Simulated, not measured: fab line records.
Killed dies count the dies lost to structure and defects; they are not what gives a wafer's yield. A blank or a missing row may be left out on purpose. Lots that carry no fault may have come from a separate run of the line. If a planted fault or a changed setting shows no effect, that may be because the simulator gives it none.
Split-lot trial :: flow n5 finfet :: route with 1938 steps; 7 lots, 21 wafers read

THE SPLIT ITSELF
At N5_SDB_ETCH_25 (etches SiO2 in C4F6/O2, target depth 10 nm, time 3.3 s), the setting time s was moved away from the recipe's 3.3 s on 7 of the 21 wafers read, by -6.4% to +19.6%. The other wafers ran this setting at the recipe's value.

The split's own step is where the reading is taken.

THE READING
etch.depth nm (the simulator's own value, which no gauge read), in nm, at N5_SDB_ETCH_25 (etches SiO2 in C4F6/O2, target depth 10 nm, time 3.3 s). The file does not state a usual value for it. Across the 14 wafers here that went through the recipe, the average is 9.971 nm and the standard deviation 0.13 nm.

wafer: L078.1
tool, chamber at the split: rie diel-04, 3
time s as run, s: 3.3
against the recipe: recipe
etch.depth nm, nm: 10.02
against lot-mates on the recipe: -

wafer: L078.2
tool, chamber at the split: rie diel-04, 0
time s as run, s: 3.3
against the recipe: recipe
etch.depth nm, nm: 9.786
against lot-mates on the recipe: -

wafer: L078.3
tool, chamber at the split: rie diel-04, 1
time s as run, s: 3.3
against the recipe: recipe
etch.depth nm, nm: 9.816
against lot-mates on the recipe: -

wafer: L079.1
tool, chamber at the split: rie diel-02, 3
time s as run, s: 3.5
against the recipe: +6.1%
etch.depth nm, nm: 10.35
against lot-mates on the recipe: +0.340

wafer: L079.3
tool, chamber at the split: rie diel-02, 1
time s as run, s: 3.3
against the recipe: recipe
etch.depth nm, nm: 10.01
against lot-mates on the recipe: -

wafer: L079.4
tool, chamber at the split: rie diel-02, 3
time s as run, s: 3.5
against the recipe: +6.1%
etch.depth nm, nm: 10.33
against lot-mates on the recipe: +0.320

wafer: L081.2
tool, chamber at the split: rie diel-04, 1
time s as run, s: 3.926
against the recipe: +19.0%
etch.depth nm, nm: 11.65
against lot-mates on the recipe: +1.644

wafer: L081.5
tool, chamber at the split: rie diel-04, 1
time s as run, s: 3.3
against the recipe: recipe
etch.depth nm, nm: 9.842
against lot-mates on the recipe: -

wafer: L081.6
tool, chamber at the split: rie diel-04, 2
time s as run, s: 3.3
against the recipe: recipe
etch.depth nm, nm: 10.17
against lot-mates on the recipe: -

wafer: L085.2
tool, chamber at the split: rie diel-02, 3
time s as run, s: 3.3
against the recipe: recipe
etch.depth nm, nm: 9.818
against lot-mates on the recipe: -

wafer: L085.4
tool, chamber at the split: rie diel-02, 0
time s as run, s: 3.947
against the recipe: +19.6%
etch.depth nm, nm: 12.39
against lot-mates on the recipe: +2.576

wafer: L085.6
tool, chamber at the split: rie diel-02, 3
time s as run, s: 3.3
against the recipe: recipe
etch.depth nm, nm: 9.811
against lot-mates on the recipe: -

wafer: L087.1
tool, chamber at the split: rie diel-04, 3
time s as run, s: 3.743
against the recipe: +13.4%
etch.depth nm, nm: 11.69
against lot-mates on the recipe: +1.694

wafer: L087.2
tool, chamber at the split: rie diel-04, 1
time s as run, s: 3.743
against the recipe: +13.4%
etch.depth nm, nm: 11.4
against lot-mates on the recipe: +1.404

wafer: L087.4
tool, chamber at the split: rie diel-04, 1
time s as run, s: 3.3
against the recipe: recipe
etch.depth nm, nm: 9.996
against lot-mates on the recipe: -

wafer: L091.1
tool, chamber at the split: rie diel-04, 3
time s as run, s: 3.3
against the recipe: recipe
etch.depth nm, nm: 10.07
against lot-mates on the recipe: -

wafer: L091.2
tool, chamber at the split: rie diel-04, 2
time s as run, s: 3.089
against the recipe: -6.4%
etch.depth nm, nm: 9.394
against lot-mates on the recipe: -0.681

wafer: L091.4
tool, chamber at the split: rie diel-04, 3
time s as run, s: 3.3
against the recipe: recipe
etch.depth nm, nm: 10.08
against lot-mates on the recipe: -

wafer: L097.1
tool, chamber at the split: rie diel-06, 1,0
time s as run, s: 3.3
against the recipe: recipe
etch.depth nm, nm: 10.02
against lot-mates on the recipe: -

wafer: L097.4
tool, chamber at the split: rie diel-06, 1,0
time s as run, s: 3.3
against the recipe: recipe
etch.depth nm, nm: 10.02
against lot-mates on the recipe: -

wafer: L097.2
tool, chamber at the split: rie diel-06, 3
time s as run, s: 3.3
against the recipe: recipe
etch.depth nm, nm: 10.13
against lot-mates on the recipe: -
When a row names more than one chamber, that row covers several wafers, and the file does not tell which wafer ran in which chamber.

THE FIT
A straight line over all 21 wafers: etch.depth nm changes by +0.107 nm for each +1% of time s; r = +0.97; the points scatter about the line by 0.19 nm.
The same after taking each lot's own level away (the mean of its wafers on the recipe; 21 wafers): +0.109 nm for each +1%; r = +0.97; scatter 0.2 nm.
That fit puts the effect of the largest move of time s on the reading at 2.1 nm.
Measured against the standard deviation above, the lots' own levels, which go from 9.8145 to 10.0750 nm, span 2.1 times it.
Hence the lot-to-lot level has little effect on the slope; both slopes agree.
Check: with one of the wafers moved furthest among these (+19.6%) left out of the fit, the line predicts +1.91 nm for it against its lot-mates. Against them it came out at +2.58 nm.

FURTHER SPLITS ON THESE WAFERS
These wafers also went through other splits before the reading. Each is held against what the fit with the lots' levels taken away leaves over:
other split on the same wafers: N5_SD_EPI_N_EPI_21 epi growth time s
wafers away from the commonest value: 6
r with etch.depth nm (lot level and that fit taken away): +0.35

other split on the same wafers: N5_SDB_COAT_05 spin rpm
wafers away from the commonest value: 9
r with etch.depth nm (lot level and that fit taken away): +0.29

other split on the same wafers: N5_SDB_ETCH_18 time s
wafers away from the commonest value: 8
r with etch.depth nm (lot level and that fit taken away): +0.34

FILE'S OWN FIT
etch.depth nm changes by +0.109 nm for each +1% of time s, r = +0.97.
